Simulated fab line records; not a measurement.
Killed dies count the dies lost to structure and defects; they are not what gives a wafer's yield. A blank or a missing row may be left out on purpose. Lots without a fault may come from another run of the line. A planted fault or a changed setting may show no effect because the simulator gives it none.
Which tool is to blame?	flow nand-harc	24 lots, 72 wafers sampled, at 3 steps of a route of 1302

WHAT EACH GAUGE READ, for each wafer
NHARC_A_WL_FILL_INSPECT_15.
lot	measured	on	raw-defect-count
L074	day 21 18:41	defect-inspect-02	435 558 550
L076	day 21 18:41	defect-inspect-01	657 474 577
L075	day 21 21:55	defect-inspect-02	330 380 290
L077	day 22 07:44	defect-inspect-02	421 498 585
L078	day 23 04:53	defect-inspect-02	535 431 575
L079	day 23 07:22	defect-inspect-01	778 461 421
L080	day 24 07:46	defect-inspect-02	608 705 506
L081	day 25 01:17	defect-inspect-02	598 311 488
L082	day 25 05:08	defect-inspect-02	292 436 477
L083	day 25 09:14	defect-inspect-01	566 707 575
L084	day 25 15:49	defect-inspect-02	339 377 361
L086	day 25 21:17	defect-inspect-01	668 551 591
L085	day 26 04:34	defect-inspect-02	615 488 354
L087	day 26 04:34	defect-inspect-01	540 420 382
L089	day 27 14:04	defect-inspect-01	511 509 479
L088	day 27 14:14	defect-inspect-02	458 821 616
L091	day 28 07:23	defect-inspect-02	495 651 499
L090	day 28 07:31	defect-inspect-02	343 471 452
L092	day 28 20:36	defect-inspect-02	465 425 400
L094	day 29 19:10	defect-inspect-02	366 387 528
L093	day 30 02:17	defect-inspect-01	504 395 387
L096	day 30 07:47	defect-inspect-01	474 353 389
L095	day 30 07:47	defect-inspect-02	636 423 500
L097	day 31 08:23	defect-inspect-01	549 693 737

WHAT TOOL EACH LOT RAN ON (gives the tool, then ch and the chambers of the sampled wafers, and finally the start)
lot	NHARC_A_WL_FILL_ALD_19	NHARC_A_WL_FILL_CVD_20
L074	ald-metal-04 ch 0,2,3, day 21 17:52	cvd-w-01 ch 0,1, day 21 18:41 or earlier
L076	ald-metal-03 ch 0,2,3, day 21 17:53	cvd-w-02 ch 0,1, day 21 18:41 or earlier
L075	ald-metal-02 ch 0,2,3, day 21 21:07	cvd-w-01 ch 0,1, day 21 21:55 or earlier
L077	ald-metal-03 ch 0,2,3, day 22 06:53	cvd-w-02 ch 0,1, day 22 07:44 or earlier
L078	ald-metal-03 ch 1,2,3, day 23 04:02	cvd-w-02 ch 0,1, day 23 04:53 or earlier
L079	ald-metal-04 ch 2,3, day 23 06:33	cvd-w-01 ch 0,1, day 23 07:22 or earlier
L080	ald-metal-04 ch 2,3, day 24 06:44	cvd-w-02 ch 1, day 24 07:46 or earlier
L081	ald-metal-02 ch 0,3, day 25 00:25	cvd-w-01 ch 0,1, day 25 01:17 or earlier
L082	ald-metal-04 ch 1,2, day 25 04:17	cvd-w-01 ch 0,1, day 25 05:08 or earlier
L083	ald-metal-02 ch 0,2,3, day 25 08:24	cvd-w-02 ch 0,1, day 25 09:14 or earlier
L084	ald-metal-02 ch 0,2,3, day 25 14:59	cvd-w-02 ch 0,1, day 25 15:49 or earlier
L086	ald-metal-02 ch 0,1, day 25 20:27	cvd-w-01 ch 0,1, day 25 21:17 or earlier
L085	ald-metal-04 ch 1,2,3, day 26 03:43	cvd-w-02 ch 0,1, day 26 04:34 or earlier
L087	ald-metal-02 ch 0,1, day 26 03:43	cvd-w-01 ch 0,1, day 26 04:34 or earlier
L089	ald-metal-02 ch 0,1,2, day 27 11:55	cvd-w-01 ch 0,1, day 27 14:04 or earlier
L088	ald-metal-03 ch 0,3, day 27 11:56	cvd-w-01 ch 0,1, day 27 14:14 or earlier
L091	ald-metal-02 ch 1,2,3, day 28 06:32	cvd-w-01 ch 0,1, day 28 07:23 or earlier
L090	ald-metal-03 ch 1,3, day 28 06:33	cvd-w-01 ch 0,1, day 28 07:31 or earlier
L092	ald-metal-02 ch 0,2, day 28 19:37	cvd-w-01 ch 0, day 28 20:36 or earlier
L094	ald-metal-04 ch 0,3, day 29 18:17	cvd-w-02 ch 0,1, day 29 19:10 or earlier
L093	ald-metal-02 ch 0,1,2, day 30 01:26	cvd-w-02 ch 0,1, day 30 02:17 or earlier
L096	ald-metal-03 ch 1,3, day 30 06:58	cvd-w-01 ch 1, day 30 07:47 or earlier
L095	ald-metal-04 ch 0,1,2, day 30 06:58	cvd-w-02 ch 0, day 30 07:47 or earlier
L097	ald-metal-03 ch 0,1,2, day 31 07:25	cvd-w-02 ch 1, day 31 08:23 or earlier
- NHARC_A_WL_FILL_ALD_19: deposits TiN, target thk 2 nm, pulse time 3 s, ald cycles 100.
- NHARC_A_WL_FILL_CVD_20: deposits W, target thk 100 nm, time 74 s.

WHAT THE TOOLS THEMSELVES READ (means of the sampled wafers that have a number; where no wafer has one, the mark that the record gives instead)
NHARC_A_WL_FILL_ALD_19.
lot	tool	heater-power-w (W)	precursor-pulse-height-rel
L074	ald-metal-04	1112	0.999
L076	ald-metal-03	1031	1.002
L075	ald-metal-02	1158	1.002
L077	ald-metal-03	1037	1.019
L078	ald-metal-03	1011	0.994
L079	ald-metal-04	1110	1.010
L080	ald-metal-04	1124	1.017
L081	ald-metal-02	1137	1.021
L082	ald-metal-04	1101	1.000
L083	ald-metal-02	1132	0.998
L084	ald-metal-02	1160	0.980
L086	ald-metal-02	1147	0.991
L085	ald-metal-04	1121	1.006
L087	ald-metal-02	1153	1.005
L089	ald-metal-02	1163	1.007
L088	ald-metal-03	1117	1.020
L091	ald-metal-02	1158	1.004
L090	ald-metal-03	1015	0.959
L092	ald-metal-02	1144	1.011
L094	ald-metal-04	1175	0.991
L093	ald-metal-02	1154	0.996
L096	ald-metal-03	1025	0.998
L095	ald-metal-04	1093	1.018
L097	ald-metal-03	1061	1.019

NHARC_A_WL_FILL_CVD_20.
lot	tool	heater-power-w (W)	throttle-valve-pct (%)
L074	cvd-w-01	898	8.06
L076	cvd-w-02	811	7.91
L075	cvd-w-01	839	8.18
L077	cvd-w-02	823	7.60
L078	cvd-w-02	814	7.93
L079	cvd-w-01	909	8.04
L080	cvd-w-02	895	8.16
L081	cvd-w-01	813	7.98
L082	cvd-w-01	815	8.09
L083	cvd-w-02	863	7.98
L084	cvd-w-02	837	7.99
L086	cvd-w-01	829	7.95
L085	cvd-w-02	850	8.04
L087	cvd-w-01	821	7.93
L089	cvd-w-01	803	7.99
L088	cvd-w-01	859	8.08
L091	cvd-w-01	860	8.15
L090	cvd-w-01	824	8.04
L092	cvd-w-01	764	7.90
L094	cvd-w-02	808	8.02
L093	cvd-w-02	806	7.93
L096	cvd-w-01	900	8.11
L095	cvd-w-02	796	7.89
L097	cvd-w-02	813	8.41

THE ANSWER, worked out from the rows above alone
Rule: the usual values come from the lots themselves. Put in order of their means at a reading, lots are off if they are a third of the lots or fewer, leave a main group of 4 or more, and stand apart from it by a gap of 3 or more times the standard deviation of the main group's means; of several such gaps the widest counts. If all means in a main group match to the digits the tables above print for the reading, that group is not used. Also off: a lot with no number at a reading for which 4 or more lots have one. Any other lot the step has rows for is counted as sound. Order of review: gauges by route order, followed by the tools' own readings, for which a lot's mean as printed above is used. At the first step where some lot is off, the reading lying furthest off is the one used; lots without a number count as furthest.
Nothing can be told from this: no lot is off at any reading shown.

WHAT WAS PUT IN BY THE SIMULATOR
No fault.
